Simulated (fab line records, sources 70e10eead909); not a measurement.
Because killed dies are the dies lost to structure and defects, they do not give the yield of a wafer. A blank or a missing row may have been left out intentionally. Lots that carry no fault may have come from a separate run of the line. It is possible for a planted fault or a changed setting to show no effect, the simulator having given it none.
Matching of chambers :: flow nandHarc :: 3 sister chambers for NHARC_A_STAIRCASE_DEP_417 on pecvd-02
The step deposits Si3N4, target thk 60 nm. 18 wafers are shown with their chamber, then 9 later ones without.

WAFERS WITH THEIR CHAMBER
wafer: L079.1
chamber: 1
heaterPowerW (W): 571

wafer: L079.2
chamber: 2
heaterPowerW (W): 615

wafer: L079.4
chamber: 0
heaterPowerW (W): 578

wafer: L082.1
chamber: 0
heaterPowerW (W): 670

wafer: L082.2
chamber: 1
heaterPowerW (W): 584

wafer: L082.3
chamber: 2
heaterPowerW (W): 622

wafer: L087.1
chamber: 0
heaterPowerW (W): 594

wafer: L087.2
chamber: 2
heaterPowerW (W): 708

wafer: L087.6
chamber: 1
heaterPowerW (W): 525

wafer: L087.3
chamber: 1
heaterPowerW (W): 519

wafer: L087.4
chamber: 0
heaterPowerW (W): 594

wafer: L087.5
chamber: 2
heaterPowerW (W): 714

wafer: L089.2
chamber: 1
heaterPowerW (W): 519

wafer: L089.3
chamber: 2
heaterPowerW (W): 711

wafer: L089.5
chamber: 0
heaterPowerW (W): 629

wafer: L094.3
chamber: 0
heaterPowerW (W): 553

wafer: L094.4
chamber: 0
heaterPowerW (W): 568

wafer: L094.5
chamber: 1
heaterPowerW (W): 553

SIGNATURES (averages over the wafers above)
reading: heaterPowerW
chamber 0: 598.00
chamber 1: 545.17
chamber 2: 674.00
scatter within a chamber: 39.9
Rule: a wafer's distance from a chamber is the root of the sum, over the readings, of the square of ((its reading less the chamber's mean) divided by the reading's scatter). If the next closest chamber is less than 2 further off than the closest, the wafer can't be placed; otherwise it belongs to the closest. The scatter: the root of (the sum of the squares of (reading less its chamber's mean) over the shown wafers, divided by (wafers less chambers)).

WAFERS WITHOUT THEIR CHAMBER
wafer: L095.3
heaterPowerW (W): 592

wafer: L095.4
heaterPowerW (W): 602

wafer: L095.6
heaterPowerW (W): 540

wafer: L095.1
heaterPowerW (W): 713

wafer: L095.2
heaterPowerW (W): 530

wafer: L095.5
heaterPowerW (W): 736

wafer: L096.1
heaterPowerW (W): 503

wafer: L096.2
heaterPowerW (W): 658

wafer: L096.3
heaterPowerW (W): 664

CHAMBER TAKEN BY EACH
wafer: L095.3
from the rows above: can't be placed: 0 or 1 or 2
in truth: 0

wafer: L095.4
from the rows above: can't be placed: 0 or 1 or 2
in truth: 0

wafer: L095.6
from the rows above: can't be placed: 1 or 0
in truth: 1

wafer: L095.1
from the rows above: can't be placed: 2 or 0
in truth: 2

wafer: L095.2
from the rows above: can't be placed: 1 or 0
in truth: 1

wafer: L095.5
from the rows above: can't be placed: 2 or 0
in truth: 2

wafer: L096.1
from the rows above: can't be placed: 1 or 0
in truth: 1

wafer: L096.2
from the rows above: can't be placed: 2 or 0
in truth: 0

wafer: L096.3
from the rows above: can't be placed: 2 or 0
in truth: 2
Placed correctly: 0 of 9. Unplaceable from these rows: 9, with the true chamber sitting among the candidates in 9. Wrongly placed: 0.
